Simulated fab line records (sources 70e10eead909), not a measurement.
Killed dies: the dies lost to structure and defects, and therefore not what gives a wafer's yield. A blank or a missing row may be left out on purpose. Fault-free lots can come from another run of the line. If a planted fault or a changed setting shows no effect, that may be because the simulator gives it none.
Problem report in the 8D (eight disciplines) form, filled by code | flow nand_harc | the parts of the form that need people (team, actions taken, sign-off) are left out

1. THE ISSUE
rf_fwd_power_W at NHARC_A_CONTACT_DEP_24 reads a mean of 1258.4 W on 4 wafers of 2 lots; wafers without a fault read 898.8 W with a standard deviation of 2.9. So: +99 or more standard deviations from the usual mean.
The step: deposits SiO2, target thk 500 nm.
Earliest sighting: wafer L518.3 on pecvd-04 at day 19 10:22. The record holds 39 wafers of 13 lots with a number at this step. By rule, "out" or "out of limits" means more than 4 standard deviations away from the usual mean. Any other wafer with a number is counted as sound.

2. WHAT THIS IS AND IS NOT
question                    | is                             | is not
which readings at this step | rf_fwd_power_W                 | heater_power_w, throttle_valve_pct
which lots                  | L518, L521                     | L506, L507, L508, L510, L511, L512, L522, L524, L526, L528, L529
which wafers of those lots  | L518.3, L518.4, L521.2, L521.6 | L518.5, L521.3
read on which tools         | pecvd-04                       | pecvd-01, pecvd-02
when                        | from day 19 10:22              | up to then (19 sound wafers); but 16 sound wafers of L521, L522, L524, L526, L528, L529 came after

3. WHAT RULES OUT EACH SUSPECT
Counting: any tool at a process step up to the reading remains a suspect provided it ran every lot that is out. Sound lots after the first of them don't rule it out here, since some wafers of a struck lot are sound.
- pecvd-04 at NHARC_A_CONTACT_DEP_24 (deposits SiO2, target thk 500 nm): kept. It processed each lot that is out (first: L518, day 19 10:22); up to then, its last sound lot is L508 (day 16 10:02). On those wafers its own readings are out: rf_fwd_power_W.
- At NHARC_A_CONTACT_DEP_24 on pecvd-04, chamber 2 took the sound wafers of the same lots and chamber 1 took the wafers that are out.
Left after counting: pecvd-04 at NHARC_A_CONTACT_DEP_24.

4. THE CAUSE (what the simulator had put in)
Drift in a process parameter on pecvd-04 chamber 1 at NHARC_A_CONTACT_DEP_24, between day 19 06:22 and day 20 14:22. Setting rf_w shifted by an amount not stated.
This tool alone remained once counting was done.

5. THE CHAIN OF EFFECTS, in route order
Each row: a reading whose mean over the struck wafers that have a number lies more than 3 standard deviations from the usual. Readings are gone through only where the record gives a usual standard deviation; hours: the median, over the lots, of the time from a lot's start at the first step in this table giving one to that lot's start at this step; sigmas: the change measured in usual standard deviations.
hours | step                   | reading          | usual   | on struck wafers | change | sigmas
0     | NHARC_A_CONTACT_DEP_24 | rf_fwd_power_W   | 898.8 W | 1258.4           | +359.6 | +99 or more
0     | NHARC_A_CONTACT_DEP_24 | showerhead_vpp_V | 1863 V  | 2330             | +467   | +3.9
Its process steps:
- NHARC_A_CONTACT_DEP_24: deposits SiO2, target thk 500 nm.
At these later measuring or inspecting steps, every struck wafer for which the step has a row has a number for every such reading, and none has moved that far: NHARC_END_SORT_01.

6. WHAT WOULD HAVE CAUGHT IT SOONER
The fault began at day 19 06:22; the first out-of-limits reading in this record came at day 19 10:22, 4 hours later.
